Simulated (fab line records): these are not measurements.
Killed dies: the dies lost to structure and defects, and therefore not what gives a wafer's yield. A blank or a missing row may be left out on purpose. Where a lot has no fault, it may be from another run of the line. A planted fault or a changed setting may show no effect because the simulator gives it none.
fab line records + flow n5Finfet
record
- lots=7
- wafers=39
route steps=1938 shown BEOL_M13@1696 TV_OPEN@1890
startH: start of the lot's first displayed wafer, in hours after the record's first day + waitH: time in hours since the lot's previous step + " as in the row above + L1.1+2: a single row standing in for several wafers + - either no value or no given start + * or withheld: withheld + < > ~ a bound
route shown NAME@n: a module of which the file shows steps, and the number in the route of the first + usual: mean/standard deviation of fault-free wafers + same: alike in all rows + chamber/n: place in a boat + sites: each site's reading + _std_site: how widely they spread, as a standard deviation + _edge_site: the outer-site mean with the inner-site mean subtracted + radiusMm: how far each site lies from the wafer's centre + mask NAME#n: copy n + behind: the tool/chamber that last shaped the wafer + hold: why the lot went on hold/how many hours it stayed there/how the hold came to an end + device: whichever transistor did not switch (one of n, p or np) + end of line: the tests these same wafers got at the end of their route + where a step has no rows: the recipe by itself + killed: count of dies lost to structure and defects at first sort (not the wafer's yield) + map: per-die view of a wafer (x killed, . not killed, _ where there is no die)
set.NAME: the run value of the setting; set.NAME@STEP: its run value at that earlier step + model.NAME: the simulator's own value behind a step, which no gauge read
one table per step and one row per wafer, for lots whose settings were changed on purpose
## steps
# step N5_BEOL_M13_TRENCH_ETCH_34
# recipe
- chemistry=C4F8/O2/Ar
- target=SiOC
- targetDepthA=4134.7
- maskMaterial=SOC
- pressureMtorr=30
- sourceW=3000
- biasW=700
- Ar_flow_sccm=400
- C4F8_flow_sccm=15
- O2_flow_sccm=8
- heInnerTorr=15
- heOuterTorr=30
- timeS=162.6
- ionEnergyEv=250
| lot.wafer | tool       | chamber | startH | waitH | set.timeS | model.etch.depthNm |
|-----------|------------|---------|--------|-------|-----------|--------------------|
| L080.1    | rieDiel-01 | 1       | 281.02 | 0.0   | 209.4     | 520.2              |
| L080.2    | "          | 2       | "      | "     | 209.4     | 526.7              |
| L080.3    | "          | 0       | "      | "     | 162.6     | 406.8              |
| L080.4    | "          | 2       | "      | "     | 162.6     | 409.2              |
| L080.5    | "          | 0       | "      | "     | 162.6     | 408.5              |
| L080.6    | "          | 1       | "      | "     | 209.4     | 522.8              |
| L079.1    | rieDiel-01 | 2       | 283.34 | 0.0   | 162.6     | 411.4              |
| L079.2    | "          | 0       | "      | "     | 162.6     | 405.4              |
| L079.3    | "          | 1       | "      | "     | 162.6     | 408.2              |
| L079.4    | "          | 1       | "      | "     | 162.6     | 406.2              |
| L079.5    | "          | 0       | "      | "     | 162.6     | 410.5              |
| L079.6    | "          | 2       | "      | "     | 162.6     | 408.7              |
| L082.1    | rieDiel-06 | 0       | 283.37 | 0.0   | 133       | 329.7              |
| L082.2    | "          | 2       | "      | "     | 133       | 333.7              |
| L082.3    | "          | 1       | "      | "     | 162.6     | 405.2              |
| L082.4    | "          | 3       | "      | "     | 133       | 337.8              |
| L082.5    | "          | 2       | "      | "     | 162.6     | 410.9              |
| L082.6    | "          | 3       | "      | "     | 162.6     | 413.8              |
| L086.1    | rieDiel-06 | 0       | 312.97 | 0.0   | 162.6     | 402.7              |
| L086.2    | "          | 3       | "      | "     | 162.6     | 416.6              |
| L086.4    | "          | 2       | "      | "     | 162.6     | 411.8              |
| L085.1    | rieDiel-06 | 3       | 315.64 | 0.0   | 238.7     | 611.3              |
| L085.2    | "          | 1       | "      | "     | 238.7     | 596.1              |
| L085.3    | "          | 0       | "      | "     | 162.6     | 408.5              |
| L085.4    | "          | 2       | "      | "     | 162.6     | 413.1              |
| L085.5    | "          | 3       | "      | "     | 162.6     | 418.4              |
| L085.6    | "          | 0       | "      | "     | 238.7     | 605.1              |
| L090.1    | rieDiel-06 | 2       | 340.98 | 0.0   | 162.6     | 416.4              |
| L090.2    | "          | 0       | "      | "     | 162.6     | 408                |
| L090.3    | "          | 1       | "      | "     | 162.6     | 409.9              |
| L090.4    | "          | 3       | "      | "     | 162.6     | 418.6              |
| L090.5    | "          | 2       | "      | "     | 162.6     | 416                |
| L090.6    | "          | 1       | "      | "     | 162.6     | 410.7              |
| L094.1    | rieDiel-06 | 0       | 351.47 | 0.0   | 71.47     | 178.4              |
| L094.2    | "          | 3       | "      | "     | 162.6     | 422.8              |
| L094.3    | "          | 2       | "      | "     | 71.47     | 182.6              |
| L094.4    | "          | 1       | "      | "     | 162.6     | 405.4              |
| L094.5    | "          | 2       | "      | "     | 162.6     | 414.9              |
| L094.6    | "          | 1       | "      | "     | 71.47     | 179.7              |
# step N5_BEOL_M13_STRIP_70
# recipe
- chemistry=C4F8/O2/Ar
- resist=SiARC
- rfFrequencyHz=6e+07
# step N5_BEOL_M13_OCD_MEAS_35
# usual
- trenchDepthNm=409/4.6
| lot.wafer | tool   | chamber | startH | waitH | set.timeS@BEOL_M13_TRENCH_ETCH_34 | trenchDepthNm |
|-----------|--------|---------|--------|-------|-----------------------------------|---------------|
| L080.1    | ocd-02 | -       | 281.20 | 0.0   | 209.4                             | 520           |
| L080.2    | "      | -       | "      | "     | 209.4                             | 527           |
| L080.3    | "      | -       | "      | "     | 162.6                             | 406           |
| L080.4    | "      | -       | "      | "     | 162.6                             | 409           |
| L080.5    | "      | -       | "      | "     | 162.6                             | 409           |
| L080.6    | "      | -       | "      | "     | 209.4                             | 523           |
| L079.1    | ocd-01 | -       | 283.51 | 0.0   | 162.6                             | 411           |
| L079.2    | "      | -       | "      | "     | 162.6                             | 406           |
| L079.3    | "      | -       | "      | "     | 162.6                             | 408           |
| L079.4    | "      | -       | "      | "     | 162.6                             | 406           |
| L079.5    | "      | -       | "      | "     | 162.6                             | 411           |
| L079.6    | "      | -       | "      | "     | 162.6                             | 409           |
| L082.1    | ocd-02 | -       | 283.55 | 0.0   | 133                               | 330           |
| L082.2    | "      | -       | "      | "     | 133                               | 334           |
| L082.3    | "      | -       | "      | "     | 162.6                             | 405           |
| L082.4    | "      | -       | "      | "     | 133                               | 337           |
| L082.5    | "      | -       | "      | "     | 162.6                             | 411           |
| L082.6    | "      | -       | "      | "     | 162.6                             | 414           |
| L086.1    | ocd-02 | -       | 313.14 | 0.0   | 162.6                             | 403           |
| L086.2    | "      | -       | "      | "     | 162.6                             | 417           |
| L086.4    | "      | -       | "      | "     | 162.6                             | 412           |
| L085.1    | ocd-01 | -       | 315.81 | 0.0   | 238.7                             | 611           |
| L085.2    | "      | -       | "      | "     | 238.7                             | 596           |
| L085.3    | "      | -       | "      | "     | 162.6                             | 409           |
| L085.4    | "      | -       | "      | "     | 162.6                             | 413           |
| L085.5    | "      | -       | "      | "     | 162.6                             | 418           |
| L085.6    | "      | -       | "      | "     | 238.7                             | 605           |
| L090.1    | ocd-01 | -       | 341.16 | 0.0   | 162.6                             | 416           |
| L090.2    | "      | -       | "      | "     | 162.6                             | -             |
| L090.3    | "      | -       | "      | "     | 162.6                             | -             |
| L090.4    | "      | -       | "      | "     | 162.6                             | -             |
| L090.5    | "      | -       | "      | "     | 162.6                             | 416           |
| L090.6    | "      | -       | "      | "     | 162.6                             | 411           |
| L094.1    | ocd-02 | -       | 351.64 | 0.0   | 71.47                             | 179           |
| L094.2    | "      | -       | "      | "     | 162.6                             | 423           |
| L094.3    | "      | -       | "      | "     | 71.47                             | 183           |
| L094.4    | "      | -       | "      | "     | 162.6                             | 405           |
| L094.5    | "      | -       | "      | "     | 162.6                             | 415           |
| L094.6    | "      | -       | "      | "     | 71.47                             | 179           |
# step N5_BEOL_M13_STRIP_37
# recipe
- chemistry=N2/H2
- powerW=1000
- tempC=250
- h2Frac=0.65
- overashFraction=0.3
- pressureMtorr=withheld
- n2FlowSccm=1750
- h2FlowSccm=3250
# step N5_BEOL_M13_ETCH_38
# recipe
- chemistry=CF4/N2
- target=SiCN
- targetDepthA=675
- taperDeg=2
- timeS=71.9
- ionEnergyEv=150
- maskMaterial=SiO2
- pressureMtorr=40
- sourceW=430
- biasW=70
- Ar_flow_sccm=100
- cf4FlowSccm=60
- n2FlowSccm=60
# step N5_BEOL_M13_ECD_47
# recipe
- material=Cu
- targetThkA=9360
# step N5_BEOL_M13_ANNEAL_48
# recipe
- tempC=225
- timeS=90
- ambient=N2
# step N5_BEOL_M13_CMP_49
# recipe
- stopOn=SiOC
- tOverpolishS=17.1
- downForcePsi=1
- platenRpm=50
- clearingPlatenDownForcePsi=1.5
- clearingPlatenRpm=50
- postCmpClean=cuAlkaline
- targetThkNm=420
- clearingPlatenPadVelocityMS=0.99484
- padVelocityMS=0.99484
| lot.wafer | tool   | chamber | startH | waitH | set.timeS@BEOL_M13_TRENCH_ETCH_34 | model.Cu_of_BEOL_M13_ECD_47.thkNm |
|-----------|--------|---------|--------|-------|-----------------------------------|-----------------------------------|
| L080.2    | cmp-03 | 1       | 284.62 | 0.2   | 209.4                             | 533.4                             |
| L080.3    | "      | 2       | "      | "     | 162.6                             | 410.6                             |
| L080.1    | "      | 3       | "      | "     | 209.4                             | 526.8                             |
| L080.4    | "      | 0       | "      | "     | 162.6                             | 415.4                             |
| L080.5    | "      | 1       | "      | "     | 162.6                             | 413.8                             |
| L080.6    | "      | 2       | "      | "     | 209.4                             | 528                               |
| L079.2    | cmp-02 | 1       | 285.52 | 0.2   | 162.6                             | 412                               |
| L079.4    | "      | 2       | "      | "     | 162.6                             | 412.2                             |
| L079.1    | "      | 3       | "      | "     | 162.6                             | 417                               |
| L079.3    | "      | 0       | "      | "     | 162.6                             | 412.8                             |
| L079.6    | "      | 1       | "      | "     | 162.6                             | 415.2                             |
| L079.5    | "      | 2       | "      | "     | 162.6                             | 416.6                             |
| L082.4    | cmp-02 | 2       | 289.07 | 0.1   | 133                               | 345                               |
| L082.3    | "      | 3       | "      | "     | 162.6                             | 411.8                             |
| L082.1    | "      | 0       | "      | "     | 133                               | 336                               |
| L082.2    | "      | 1       | "      | "     | 133                               | 340.4                             |
| L082.5    | "      | 2       | "      | "     | 162.6                             | 418.4                             |
| L082.6    | "      | 3       | "      | "     | 162.6                             | 420.6                             |
| L086.1    | cmp-02 | 0       | 314.54 | 0.3   | 162.6                             | 409.6                             |
| L086.2    | "      | 1       | "      | "     | 162.6                             | 425.6                             |
| L086.4    | "      | 2       | "      | "     | 162.6                             | 419.6                             |
| L085.2    | cmp-04 | 3       | 322.12 | 0.2   | 238.7                             | 602                               |
| L085.1    | "      | 0       | "      | "     | 238.7                             | 617.4                             |
| L085.3    | "      | 1       | "      | "     | 162.6                             | 415.2                             |
| L085.4    | "      | 2       | "      | "     | 162.6                             | 419.2                             |
| L085.5    | "      | 3       | "      | "     | 162.6                             | 424                               |
| L085.6    | "      | 0       | "      | "     | 238.7                             | 610.6                             |
| L090.3    | cmp-04 | 2       | 344.13 | 0.2   | 162.6                             | 416.8                             |
| L090.2    | "      | 3       | "      | "     | 162.6                             | 414                               |
| L090.4    | "      | 0       | "      | "     | 162.6                             | 426.6                             |
| L090.1    | "      | 1       | "      | "     | 162.6                             | 423                               |
| L090.5    | "      | 2       | "      | "     | 162.6                             | 422.4                             |
| L090.6    | "      | 3       | "      | "     | 162.6                             | 416.6                             |
| L094.3    | cmp-03 | 0       | 353.53 | 0.2   | 71.47                             | 189                               |
| L094.2    | "      | 1       | "      | "     | 162.6                             | 428.6                             |
| L094.4    | "      | 2       | "      | "     | 162.6                             | 412                               |
| L094.1    | "      | 3       | "      | "     | 71.47                             | 184.8                             |
| L094.5    | "      | 0       | "      | "     | 162.6                             | 421.2                             |
| L094.6    | "      | 1       | "      | "     | 71.47                             | 185.8                             |
# step N5_BEOL_M13_THK_MEAS_50
# recipe
- thkMeasGauge=xrf
- reads=Cu_of_BEOL_M13_ECD_47
# usual
- M13_THK=416/5.3
| lot.wafer | tool         | chamber | startH | waitH | set.timeS@BEOL_M13_TRENCH_ETCH_34 | M13_THK[nm] |
|-----------|--------------|---------|--------|-------|-----------------------------------|-------------|
| L080.1    | filmMetro-02 | -       | 284.91 | -     | 209.4                             | 532         |
| L080.2    | "            | -       | "      | "     | 209.4                             | 537         |
| L080.3    | "            | -       | "      | "     | 162.6                             | 415         |
| L080.4    | "            | -       | "      | "     | 162.6                             | 420         |
| L080.5    | "            | -       | "      | "     | 162.6                             | 416         |
| L080.6    | "            | -       | "      | "     | 209.4                             | 530         |
| L079.1    | filmMetro-01 | -       | 285.81 | -     | 162.6                             | 417         |
| L079.2    | "            | -       | "      | "     | 162.6                             | 412         |
| L079.3    | "            | -       | "      | "     | 162.6                             | 411         |
| L079.4    | "            | -       | "      | "     | 162.6                             | 409         |
| L079.5    | "            | -       | "      | "     | 162.6                             | 414         |
| L079.6    | "            | -       | "      | "     | 162.6                             | 412         |
| L082.1    | filmMetro-01 | -       | 289.37 | -     | 133                               | 333         |
| L082.2    | "            | -       | "      | "     | 133                               | 338         |
| L082.3    | "            | -       | "      | "     | 162.6                             | 409         |
| L082.4    | "            | -       | "      | "     | 133                               | 343         |
| L082.5    | "            | -       | "      | "     | 162.6                             | 413         |
| L082.6    | "            | -       | "      | "     | 162.6                             | 418         |
| L086.1    | filmMetro-01 | -       | 314.79 | -     | 162.6                             | 409         |
| L086.2    | "            | -       | "      | "     | 162.6                             | 426         |
| L086.4    | "            | -       | "      | "     | 162.6                             | 418         |
| L085.1    | filmMetro-02 | -       | 322.41 | -     | 238.7                             | 624         |
| L085.2    | "            | -       | "      | "     | 238.7                             | 610         |
| L085.3    | "            | -       | "      | "     | 162.6                             | 418         |
| L085.4    | "            | -       | "      | "     | 162.6                             | 423         |
| L085.5    | "            | -       | "      | "     | 162.6                             | 427         |
| L085.6    | "            | -       | "      | "     | 238.7                             | 618         |
| L090.1    | filmMetro-01 | -       | 344.42 | -     | 162.6                             | 422         |
| L090.2    | "            | -       | "      | "     | 162.6                             | -           |
| L090.3    | "            | -       | "      | "     | 162.6                             | -           |
| L090.4    | "            | -       | "      | "     | 162.6                             | -           |
| L090.5    | "            | -       | "      | "     | 162.6                             | 422         |
| L090.6    | "            | -       | "      | "     | 162.6                             | 416         |
| L094.1    | filmMetro-01 | -       | 353.82 | -     | 71.47                             | 182         |
| L094.2    | "            | -       | "      | "     | 162.6                             | 420         |
| L094.3    | "            | -       | "      | "     | 71.47                             | 185         |
| L094.4    | "            | -       | "      | "     | 162.6                             | 404         |
| L094.5    | "            | -       | "      | "     | 162.6                             | 412         |
| L094.6    | "            | -       | "      | "     | 71.47                             | 184         |
# step N5_BEOL_M13_PRE_CLEAN_52
# recipe
- gas=NH3
- timeS=15
- tempC=withheld
- rfPowerW=300
# step N5_BEOL_M13_DEP_53
# recipe
- material=SiCN
- targetThkA=500
- tempC=withheld
- precursor=3MS/NH3
- pressureTorr=3
- rfW=675
- timeS=17.8
# step N5_BEOL_M13_RS_MEAS_54
# recipe
- thkMeasGauge=four-point-probe
- reads=Cu_of_BEOL_M13_ECD_47+Ta_of_BEOL_M13_SPUTTER_44+TaN_of_BEOL_M13_SPUTTER_43
# usual
- M13_RS=0.0454/0.00053
| lot.wafer | tool         | chamber | startH | waitH | set.timeS@BEOL_M13_TRENCH_ETCH_34 | M13_RS[ohm/sq] |
|-----------|--------------|---------|--------|-------|-----------------------------------|----------------|
| L080.1    | filmMetro-01 | -       | 285.04 | 0.0   | 209.4                             | 0.0356         |
| L080.2    | "            | -       | "      | "     | 209.4                             | 0.0350         |
| L080.3    | "            | -       | "      | "     | 162.6                             | 0.0460         |
| L080.4    | "            | -       | "      | "     | 162.6                             | 0.0455         |
| L080.5    | "            | -       | "      | "     | 162.6                             | 0.0456         |
| L080.6    | "            | -       | "      | "     | 209.4                             | 0.0355         |
| L079.1    | filmMetro-02 | -       | 285.94 | 0.0   | 162.6                             | 0.0453         |
| L079.2    | "            | -       | "      | "     | 162.6                             | 0.0458         |
| L079.3    | "            | -       | "      | "     | 162.6                             | 0.0457         |
| L079.4    | "            | -       | "      | "     | 162.6                             | 0.0458         |
| L079.5    | "            | -       | "      | "     | 162.6                             | 0.0453         |
| L079.6    | "            | -       | "      | "     | 162.6                             | 0.0454         |
| L082.1    | filmMetro-02 | -       | 289.50 | 0.0   | 133                               | 0.0565         |
| L082.2    | "            | -       | "      | "     | 133                               | 0.0558         |
| L082.3    | "            | -       | "      | "     | 162.6                             | 0.0457         |
| L082.4    | "            | -       | "      | "     | 133                               | 0.0550         |
| L082.5    | "            | -       | "      | "     | 162.6                             | 0.0449         |
| L082.6    | "            | -       | "      | "     | 162.6                             | 0.0448         |
| L086.1    | filmMetro-02 | -       | 314.92 | 0.0   | 162.6                             | 0.0462         |
| L086.2    | "            | -       | "      | "     | 162.6                             | 0.0442         |
| L086.4    | "            | -       | "      | "     | 162.6                             | 0.0450         |
| L085.1    | filmMetro-02 | -       | 322.54 | 0.0   | 238.7                             | 0.0303         |
| L085.2    | "            | -       | "      | "     | 238.7                             | 0.0310         |
| L085.3    | "            | -       | "      | "     | 162.6                             | 0.0454         |
| L085.4    | "            | -       | "      | "     | 162.6                             | 0.0449         |
| L085.5    | "            | -       | "      | "     | 162.6                             | 0.0445         |
| L085.6    | "            | -       | "      | "     | 238.7                             | 0.0305         |
| L090.1    | filmMetro-01 | -       | 344.55 | 0.0   | 162.6                             | 0.0447         |
| L090.2    | "            | -       | "      | "     | 162.6                             | -              |
| L090.3    | "            | -       | "      | "     | 162.6                             | -              |
| L090.4    | "            | -       | "      | "     | 162.6                             | -              |
| L090.5    | "            | -       | "      | "     | 162.6                             | 0.0446         |
| L090.6    | "            | -       | "      | "     | 162.6                             | 0.0452         |
| L094.1    | filmMetro-01 | -       | 353.98 | 0.1   | 71.47                             | 0.1066         |
| L094.2    | "            | -       | "      | "     | 162.6                             | 0.0440         |
| L094.3    | "            | -       | "      | "     | 71.47                             | 0.1040         |
| L094.4    | "            | -       | "      | "     | 162.6                             | 0.0458         |
| L094.5    | "            | -       | "      | "     | 162.6                             | 0.0448         |
| L094.6    | "            | -       | "      | "     | 71.47                             | 0.1060         |
# step N5_PASSIVATION_ETCH_15
# recipe
- chemistry=CF4/N2
- target=SiCN
- targetDepthA=750
- taperDeg=2
- timeS=81.2
- ionEnergyEv=150
- maskMaterial=SiNx
- pressureMtorr=40
- sourceW=430
- biasW=70
- Ar_flow_sccm=100
- cf4FlowSccm=60
- n2FlowSccm=60
| lot.wafer | tool       | chamber | startH | waitH | set.targetDepthA | model.etch.depthNm |
|-----------|------------|---------|--------|-------|------------------|--------------------|
| L080.1    | rieDiel-01 | 0       | -      | -     | 750              | 65.24              |
| L080.2    | "          | 2       | "      | "     | 750              | 63.71              |
| L080.3    | "          | 1       | "      | "     | 557.8            | 47.56              |
| L080.4    | "          | 3       | "      | "     | 750              | 66.6               |
| L080.5    | "          | 3       | "      | "     | 557.8            | 49.23              |
| L080.6    | "          | 2       | "      | "     | 557.8            | 47.52              |
| L079.1    | rieDiel-02 | 1       | -      | -     | 750              | 65.75              |
| L079.2    | "          | 0       | "      | "     | 1192             | 103.7              |
| L079.3    | "          | 2       | "      | "     | 750              | 64.32              |
| L079.4    | "          | 3       | "      | "     | 1192             | 103.4              |
| L079.5    | "          | 3       | "      | "     | 750              | 65.3               |
| L079.6    | "          | 2       | "      | "     | 1192             | 102.4              |
| L082.1    | rieDiel-01 | 1       | -      | -     | 385.8            | 32.91              |
| L082.2    | "          | 0       | "      | "     | 750              | 66                 |
| L082.3    | "          | 2       | "      | "     | 750              | 63.77              |
| L082.4    | "          | 3       | "      | "     | 385.8            | 34.11              |
| L082.5    | "          | 3       | "      | "     | 750              | 66.16              |
| L082.6    | "          | 0       | "      | "     | 385.8            | 33.4               |
| L086.1    | rieDiel-06 | 2       | -      | -     | 750              | 64.03              |
| L086.2    | "          | 0       | "      | "     | 750              | 62.52              |
| L086.4    | "          | 3       | "      | "     | 750              | 64.41              |
| L085.1    | rieDiel-01 | 2       | -      | -     | 750              | 63.93              |
| L085.2    | "          | 3       | "      | "     | 750              | 66.29              |
| L085.3    | "          | 1       | "      | "     | 750              | 63.91              |
| L085.4    | "          | 0       | "      | "     | 750              | 65.58              |
| L085.5    | "          | 2       | "      | "     | 750              | 63.54              |
| L085.6    | "          | 3       | "      | "     | 750              | 66.37              |
| L090.1    | rieDiel-06 | 0       | -      | -     | 566.1            | 47.2               |
| L090.2    | "          | 2       | "      | "     | 566.1            | 48.54              |
| L090.3+5  | "          | 1,3     | "      | "     | 750              | 64.34              |
| L090.4    | "          | 3       | "      | "     | 750              | 64.31              |
| L090.6    | "          | 2       | "      | "     | 566.1            | 48.86              |
| L094.1    | rieDiel-06 | 3       | -      | -     | 324.8            | 28.11              |
| L094.2    | "          | 0       | "      | "     | 750              | 62.45              |
| L094.3    | "          | 1       | "      | "     | 324.8            | 27.94              |
| L094.4    | "          | 2       | "      | "     | 750              | 64.51              |
| L094.5    | "          | 0       | "      | "     | 324.8            | 27.26              |
| L094.6    | "          | 1       | "      | "     | 750              | 64.33              |
## key
split
- step=N5_BEOL_M13_TRENCH_ETCH_34
- setting=timeS
- stated=162.6
- by=wafer
response
- step=N5_BEOL_M13_TRENCH_ETCH_34
- reading=model.etch.depthNm
- change=+4.12
- per=1%
- r=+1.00
response
- step=N5_BEOL_M13_OCD_MEAS_35
- reading=trenchDepthNm
- change=+4.12
- per=1%
- r=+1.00
response
- step=N5_BEOL_M13_CMP_49
- reading=model.Cu_of_BEOL_M13_ECD_47.thkNm
- change=+4.12
- per=1%
- r=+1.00
response
- step=N5_BEOL_M13_THK_MEAS_50
- reading=M13_THK
- change=+4.1
- per=1%
- r=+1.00
response
- step=N5_BEOL_M13_RS_MEAS_54
- reading=M13_RS
- change=-0.000703
- per=1%
- r=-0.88
split
- step=N5_PASSIVATION_ETCH_15
- setting=targetDepthA
- stated=750
- by=wafer
response
- step=N5_PASSIVATION_ETCH_15
- reading=model.etch.depthNm
- change=+0.647
- per=1%
- r=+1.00
